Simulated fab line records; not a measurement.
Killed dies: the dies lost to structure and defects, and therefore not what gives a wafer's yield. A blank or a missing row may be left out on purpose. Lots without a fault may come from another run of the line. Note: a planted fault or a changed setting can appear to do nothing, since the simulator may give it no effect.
Which of the tools did it?	flow nandHarc	12 lots, 36 wafers sampled, at 3 steps of a route of 1159

WHAT EACH GAUGE READ, for each wafer
NHARC_P_M1_CD_MEAS_16.
lot	measured	on	cdNm (nm)
L075	day 6 01:58	cdSem-02	129.4 129.9 131.7
L077	day 6 15:51	cdSem-01	131.3 131.2 131.5
L079	day 7 09:19	cdSem-01	130.4 131.3 130.0
L081	day 7 21:56	cdSem-03	129.8 130.0 128.7
L083	day 7 23:59	cdSem-01	130.6 131.1 132.0
L085	day 8 16:54	cdSem-02	129.7 129.6 130.1
L086	day 9 06:59	cdSem-02	130.5 130.1 130.7
L089	day 9 22:46	cdSem-03	129.2 129.1 130.0
L090	day 10 06:05	cdSem-03	129.5 129.4 129.3
L092	day 10 15:31	cdSem-02	129.7 129.3 129.4
L095	day 11 01:13	cdSem-03	130.4 129.6 129.8
L097	day 11 15:46	cdSem-01	128.1 130.1 130.6

TOOL THAT RAN EACH LOT (tool first, then ch and the chambers of the sampled wafers, then the start)
lot	NHARC_P_CONTACT_CVD_23	NHARC_P_M1_DESCUM_14
L075	cvdW-02 ch 0,1, day 6 01:40 or earlier	rieDiel-11 ch 0,1,2, day 6 01:40
L077	cvdW-02 ch 0,1, day 6 15:32 or earlier	rieDiel-10 ch 0,1, day 6 15:32
L079	cvdW-01 ch 0,1, day 7 08:42 or earlier	rieDiel-10 ch 2,3, day 7 08:42
L081	cvdW-02 ch 0,1, day 7 21:39 or earlier	rieDiel-11 ch 0,1, day 7 21:39
L083	cvdW-02 ch 0,1, day 7 23:41 or earlier	rieDiel-11 ch 1,2, day 7 23:41
L085	cvdW-02 ch 0,1, day 8 16:37 or earlier	rieDiel-04 ch 0,1,3, day 8 16:37
L086	cvdW-01 ch 0,1, day 9 06:40 or earlier	rieDiel-04 ch 0,1,3, day 9 06:40
L089	cvdW-01 ch 0,1, day 9 22:26 or earlier	rieDiel-10 ch 1,2, day 9 22:26
L090	cvdW-02 ch 0,1, day 10 05:47 or earlier	rieDiel-10 ch 0,1, day 10 05:47
L092	cvdW-02 ch 1, day 10 15:10 or earlier	rieDiel-04 ch 1,3, day 10 15:10
L095	cvdW-02 ch 0,1, day 11 00:56 or earlier	rieDiel-11 ch 0,2,3, day 11 00:56
L097	cvdW-01 ch 0,1, day 11 15:27 or earlier	rieDiel-04 ch 1,2,3, day 11 15:27
- NHARC_P_CONTACT_CVD_23: deposits W, target thk 200 nm, time 557 s.
- NHARC_P_M1_DESCUM_14: chemistry O2, time 3 s.

THE ANSWER, worked out from the rows above alone
Rule: what is usual is taken from the lots themselves. The widest of any qualifying gaps counts: lots, ordered by their means at a reading, are off when they make up no more than a third of the lots, leave a main group of 4 or more, and stand apart from it by 3 or more times the standard deviation of that group's means. Not used: any main group whose means are identical at the precision the tables above print for the reading. Also off: a lot with no number at a reading for which 4 or more lots have one. All remaining lots with rows at the step are treated as sound.
Across all readings shown, no lot is off: no conclusion can be drawn from this.

WHAT THE SIMULATOR PUT IN
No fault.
